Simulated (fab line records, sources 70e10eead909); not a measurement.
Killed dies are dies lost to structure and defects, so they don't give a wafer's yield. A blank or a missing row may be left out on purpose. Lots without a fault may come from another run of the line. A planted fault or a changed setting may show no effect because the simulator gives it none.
Which tool did it? | flow nand_harc | 24 lots, 72 wafers sampled, at 4 steps of a route of 1302

WHAT THE GAUGES READ, wafer by wafer
NHARC_A_CONTACT_OVL_MEAS_09.
lot  | measured     | on         | overlay_x_nm (nm) | overlay_y_nm (nm)
L074 | day 22 14:37 | overlay-01 | 0.0 0.0 -0.3      | 0.2 0.2 0.0
L075 | day 23 01:04 | overlay-02 | -0.9 0.1 -0.3     | -0.1 -0.6 -0.1
L077 | day 23 10:16 | overlay-02 | -0.2 -0.5 -0.3    | -0.1 -0.5 -0.3
L076 | day 23 15:21 | overlay-02 | 0.1 0.0 -0.3      | -0.2 0.0 -0.5
L079 | day 23 20:47 | overlay-01 | -0.7 -0.2 -0.1    | -1.1 -0.2 -0.6
L078 | day 23 23:42 | overlay-02 | -1.3 -1.4 -1.3    | 0.5 0.6 0.7
L080 | day 24 14:02 | overlay-02 | 1.1 1.0 1.4       | 0.1 0.0 -0.6
L082 | day 25 15:41 | overlay-02 | 0.0 0.8 0.6       | 1.8 2.0 2.3
L081 | day 25 19:31 | overlay-01 | -0.2 -0.8 -0.6    | 0.1 -0.1 -0.2
L083 | day 26 01:29 | overlay-01 | 0.0 -0.3 0.1      | 0.2 0.4 -0.6
L084 | day 26 13:51 | overlay-02 | 0.4 0.9 0.8       | 0.6 0.1 0.0
L087 | day 26 19:53 | overlay-02 | 0.7 0.1 0.9       | -0.2 -0.1 -0.1
L086 | day 26 21:29 | overlay-01 | 0.8 1.4 0.7       | 0.4 0.0 0.2
L085 | day 27 00:34 | overlay-02 | 0.2 0.5 0.6       | -0.7 -0.7 -0.8
L089 | day 27 20:10 | overlay-01 | -1.6 -2.1 -1.8    | -0.1 -0.1 -0.3
L088 | day 28 11:04 | overlay-02 | -0.2 0.5 0.0      | -1.1 -0.8 -0.8
L091 | day 28 17:14 | overlay-01 | 0.7 0.4 0.6       | -0.1 0.1 0.1
L090 | day 29 08:35 | overlay-02 | -0.8 0.0 -0.9     | -0.2 0.4 -0.2
L092 | day 29 21:14 | overlay-01 | -1.5 -1.7 -1.8    | 0.1 -0.5 0.0
L093 | day 29 22:27 | overlay-02 | 0.3 0.3 0.9       | -0.2 -0.4 -0.5
L095 | day 30 14:43 | overlay-01 | -0.5 -0.5 -1.3    | -0.1 -0.8 -0.7
L094 | day 30 17:31 | overlay-01 | -0.2 -1.1 -0.9    | -1.4 -0.8 -1.2
L096 | day 31 10:44 | overlay-01 | -0.3 0.4 -0.2     | 1.6 1.1 1.7
L097 | day 31 11:23 | overlay-02 | 0.3 -0.5 -0.2     | -0.5 -0.4 -0.1

WHICH TOOL RAN EACH LOT (tool, then ch and the chambers of the sampled wafers, then the start)
lot  | NHARC_A_CONTACT_ETCH_114             | NHARC_A_CONTACT_ETCH_96                       | NHARC_A_CONTACT_ETCH_78
L074 | har_cap_etch-02 ch 0,1, day 21 22:08 | rie_diel-10 ch 0,3, day 22 14:37 or earlier   | rie_diel-11 ch 0,1, day 22 14:37 or earlier
L075 | har_cap_etch-02 ch 0,1, day 22 07:45 | rie_diel-10 ch 1,2,3, day 23 01:04 or earlier | rie_diel-10 ch 1,2, day 23 01:04 or earlier
L077 | har_cap_etch-01 ch 0,1, day 22 15:19 | rie_diel-11 ch 0,3, day 23 10:16 or earlier   | rie_diel-10 ch 0,2, day 23 10:16 or earlier
L076 | har_cap_etch-03 ch 0,1, day 22 18:44 | rie_diel-03 ch 0,3, day 23 15:21 or earlier   | rie_diel-03 ch 0,3, day 23 15:21 or earlier
L079 | har_cap_etch-01 ch 0,1, day 23 02:59 | rie_diel-03 ch 1,2,3, day 23 20:47 or earlier | rie_diel-11 ch 1,3, day 23 20:47 or earlier
L078 | har_cap_etch-02 ch 0, day 23 04:23   | rie_diel-10 ch 1,3, day 23 23:42 or earlier   | rie_diel-10 ch 0,2,3, day 23 23:42 or earlier
L080 | har_cap_etch-02 ch 0,1, day 23 19:16 | rie_diel-11 ch 0,1,3, day 24 14:02 or earlier | rie_diel-10 ch 1,2,3, day 24 14:02 or earlier
L082 | har_cap_etch-01 ch 0,1, day 24 22:49 | rie_diel-11 ch 0,1, day 25 15:41 or earlier   | rie_diel-10 ch 1,2,3, day 25 15:41 or earlier
L081 | har_cap_etch-02 ch 0,1, day 25 02:45 | rie_diel-10 ch 1,3, day 25 19:31 or earlier   | rie_diel-03 ch 1,2,3, day 25 19:31 or earlier
L083 | har_cap_etch-03 ch 0,1, day 25 05:45 | rie_diel-11 ch 0,2,3, day 25 16:40 or earlier | rie_diel-10 ch 0,1, day 25 16:40
L084 | har_cap_etch-03 ch 0,1, day 25 15:55 | rie_diel-10 ch 0,1, day 25 19:20              | rie_diel-11 ch 0,2,3, day 26 13:51 or earlier
L087 | har_cap_etch-03 ch 0,1, day 26 03:02 | rie_diel-11 ch 0,1,2, day 26 19:53 or earlier | rie_diel-10 ch 0,1,3, day 26 19:53 or earlier
L086 | har_cap_etch-01 ch 0,1, day 26 03:57 | rie_diel-10 ch 0,1, day 26 21:29 or earlier   | rie_diel-10 ch 0,3, day 26 21:29 or earlier
L085 | har_cap_etch-03 ch 0,1, day 26 08:29 | rie_diel-10 ch 1,2,3, day 27 00:34 or earlier | rie_diel-10 ch 1,2,3, day 27 00:34 or earlier
L089 | har_cap_etch-02 ch 0,1, day 27 04:14 | rie_diel-10 ch 0,1,2, day 27 20:10 or earlier | rie_diel-10 ch 0,2, day 27 20:10 or earlier
L088 | har_cap_etch-01 ch 1, day 27 19:12   | rie_diel-10 ch 2,3, day 28 11:04 or earlier   | rie_diel-10 ch 0,3, day 28 11:04 or earlier
L091 | har_cap_etch-03 ch 0,1, day 28 00:26 | rie_diel-10 ch 0,3, day 28 17:14 or earlier   | rie_diel-03 ch 0,1,3, day 28 17:14 or earlier
L090 | har_cap_etch-02 ch 0,1, day 28 11:50 | rie_diel-10 ch 0,3, day 29 08:35 or earlier   | rie_diel-10 ch 0,2,3, day 29 08:35 or earlier
L092 | har_cap_etch-02 ch 0,1, day 29 05:25 | rie_diel-11 ch 0,2, day 29 21:14 or earlier   | rie_diel-10 ch 1,2, day 29 21:14 or earlier
L093 | har_cap_etch-03 ch 0,1, day 29 07:05 | rie_diel-11 ch 1,2,3, day 29 22:27 or earlier | rie_diel-10 ch 1,2,3, day 29 22:27 or earlier
L095 | har_cap_etch-01 ch 0,1, day 29 21:32 | rie_diel-10 ch 0,1,2, day 30 14:43 or earlier | rie_diel-03 ch 1,2,3, day 30 14:43 or earlier
L094 | har_cap_etch-02 ch 0,1, day 29 22:39 | rie_diel-10 ch 0,1,2, day 30 17:31 or earlier | rie_diel-11 ch 0,2,3, day 30 17:31 or earlier
L096 | har_cap_etch-03 ch 0,1, day 30 18:18 | rie_diel-10 ch 1,2,3, day 31 10:44 or earlier | rie_diel-10 ch 1,3, day 31 10:44 or earlier
L097 | har_cap_etch-02 ch 0,1, day 30 18:47 | rie_diel-10 ch 0,2,3, day 31 11:23 or earlier | rie_diel-11 ch 1,2,3, day 31 11:23 or earlier
- NHARC_A_CONTACT_ETCH_114: etches the open film in C4F8/O2/Ar, time 190 s, target depth 1850 nm.
- NHARC_A_CONTACT_ETCH_96: etches the open film in C4F6/O2, target depth 20 nm, time 10 s.
- NHARC_A_CONTACT_ETCH_78: etches the open film in O2/COS, target depth 5300 nm, time 1378 s.

WHAT THE TOOLS THEMSELVES READ (means of the sampled wafers that have a number; where no wafer has one, the mark that the record gives instead)
NHARC_A_CONTACT_ETCH_96.
lot  | tool        | drypump_motor_current_A (A) | o2_flow_sccm (sccm) | oes_product_au (a.u.) | rf_vpp_V (V) | showerhead_plenum_p_Torr (Torr) | throttle_valve_pct (%)
L074 | rie_diel-10 | 6.3                         | 19.96               | 0.945                 | 549          | 4.00                            | 26.904
L075 | rie_diel-10 | 6.4                         | 20.05               | 0.948                 | 545          | 3.82                            | 26.905
L077 | rie_diel-11 | 6.0                         | 20.00               | 0.938                 | 549          | 4.01                            | 26.893
L076 | rie_diel-03 | 6.3                         | 20.05               | 0.935                 | 544          | 3.80                            | 26.906
L079 | rie_diel-03 | 6.4                         | 20.03               | 0.990                 | 546          | 3.90                            | 26.903
L078 | rie_diel-10 | 6.4                         | 20.08               | 0.990                 | 545          | 3.82                            | 26.902
L080 | rie_diel-11 | 5.9                         | 19.99               | 0.943                 | 547          | 3.98                            | 26.908
L082 | rie_diel-11 | 5.6                         | 19.95               | 0.948                 | 546          | 3.87                            | 26.911
L081 | rie_diel-10 | 6.4                         | 20.04               | 0.937                 | 545          | 3.82                            | 26.909
L083 | rie_diel-11 | 6.0                         | 19.99               | 0.957                 | 547          | 3.90                            | 26.894
L084 | rie_diel-10 | 6.0                         | 19.93               | 0.956                 | 549          | 4.05                            | 26.896
L087 | rie_diel-11 | 5.7                         | 20.02               | 0.956                 | 545          | 3.80                            | 26.902
L086 | rie_diel-10 | 6.0                         | 19.94               | 1.004                 | 551          | 4.05                            | 26.902
L085 | rie_diel-10 | 6.4                         | 19.95               | 0.943                 | 544          | 3.81                            | 26.903
L089 | rie_diel-10 | 6.2                         | 19.99               | 0.947                 | 547          | 3.94                            | 26.903
L088 | rie_diel-10 | 6.6                         | 20.02               | 0.987                 | 543          | 3.71                            | 26.902
L091 | rie_diel-10 | 6.4                         | 20.00               | 0.994                 | 546          | 3.85                            | 26.903
L090 | rie_diel-10 | 6.3                         | 19.99               | 0.958                 | 548          | 3.98                            | 26.907
L092 | rie_diel-11 | 5.8                         | 20.11               | 0.968                 | 548          | 4.01                            | 26.909
L093 | rie_diel-11 | 5.9                         | 19.94               | 1.003                 | 550          | 4.07                            | 26.907
L095 | rie_diel-10 | 6.2                         | 20.03               | 0.948                 | 547          | 3.93                            | 26.892
L094 | rie_diel-10 | 6.2                         | 19.97               | 1.013                 | 548          | 3.93                            | 26.902
L096 | rie_diel-10 | 6.4                         | 20.00               | 0.994                 | 544          | 3.80                            | 26.903
L097 | rie_diel-10 | 6.4                         | 19.99               | 0.996                 | 545          | 3.84                            | 26.896

NHARC_A_CONTACT_ETCH_78.
lot  | tool        | drypump_motor_current_A (A) | o2_flow_sccm (sccm) | oes_product_au (a.u.) | rf_vpp_V (V) | showerhead_plenum_p_Torr (Torr) | throttle_valve_pct (%)
L074 | rie_diel-11 | 5.7                         | 398.9               | 0.996                 | 314.5        | 3.09                            | 28.328
L075 | rie_diel-10 | 6.3                         | 399.1               | 1.001                 | 312.8        | 3.03                            | 28.338
L077 | rie_diel-10 | 6.4                         | 401.2               | 0.994                 | 313.7        | 3.06                            | 28.331
L076 | rie_diel-03 | 6.3                         | 399.7               | 1.001                 | 311.9        | 2.99                            | 28.334
L079 | rie_diel-11 | 5.8                         | 400.4               | 0.998                 | 315.0        | 3.16                            | 28.333
L078 | rie_diel-10 | 6.4                         | 400.5               | 0.995                 | 314.1        | 3.06                            | 28.326
L080 | rie_diel-10 | 6.4                         | 399.9               | 1.000                 | 313.2        | 3.03                            | 28.325
L082 | rie_diel-10 | 6.4                         | 398.8               | 0.993                 | 312.5        | 3.03                            | 28.331
L081 | rie_diel-03 | 6.4                         | 400.7               | 0.995                 | 313.9        | 3.10                            | 28.325
L083 | rie_diel-10 | 6.1                         | 400.7               | 1.002                 | 316.4        | 3.25                            | 28.330
L084 | rie_diel-11 | 6.0                         | 400.2               | 1.005                 | 313.6        | 3.11                            | 28.331
L087 | rie_diel-10 | 6.2                         | 400.3               | 0.991                 | 314.9        | 3.14                            | 28.326
L086 | rie_diel-10 | 6.3                         | 399.5               | 1.003                 | 313.5        | 3.17                            | 28.319
L085 | rie_diel-10 | 6.4                         | 399.4               | 0.990                 | 312.4        | 3.03                            | 28.325
L089 | rie_diel-10 | 6.2                         | 399.4               | 0.995                 | 314.3        | 3.17                            | 28.320
L088 | rie_diel-10 | 6.4                         | 400.3               | 1.000                 | 313.5        | 3.06                            | 28.323
L091 | rie_diel-03 | 6.2                         | 399.5               | 0.995                 | 311.7        | 2.96                            | 28.337
L090 | rie_diel-10 | 6.4                         | 401.1               | 0.999                 | 313.2        | 3.05                            | 28.330
L092 | rie_diel-10 | 6.2                         | 398.4               | 0.999                 | 313.4        | 3.10                            | 28.320
L093 | rie_diel-10 | 6.4                         | 399.9               | 1.004                 | 312.6        | 3.02                            | 28.333
L095 | rie_diel-03 | 6.4                         | 399.4               | 0.994                 | 313.7        | 3.08                            | 28.324
L094 | rie_diel-11 | 6.0                         | 399.8               | 1.012                 | 315.6        | 3.25                            | 28.328
L096 | rie_diel-10 | 6.2                         | 401.3               | 0.999                 | 314.4        | 3.10                            | 28.327
L097 | rie_diel-11 | 5.9                         | 400.4               | 1.003                 | 315.7        | 3.23                            | 28.327

THE ANSWER, worked out from the rows above alone
Rule: what is usual is taken from the lots themselves. Put in order of their means at a reading, lots are off if they are a third of the lots or fewer, leave a main group of 4 or more, and stand apart from it by a gap of 3 or more times the standard deviation of the main group's means; of several such gaps the widest counts. A main group whose means are all the same, to the digits that the tables above print for the reading, isn't used. A lot without any number at a reading at which 4 lots or more have one is off too. The other lots that the step has rows for count as sound. The gauges are gone through in route order, then the tools' own readings, and for those a lot's mean is taken as printed above. The first step at which some lot is off is used, and at that step the reading that is off furthest; a lot without a number counts as furthest.
No lot is off at any reading shown: from this, nothing can be told.

WHAT THE SIMULATOR HAD PUT IN
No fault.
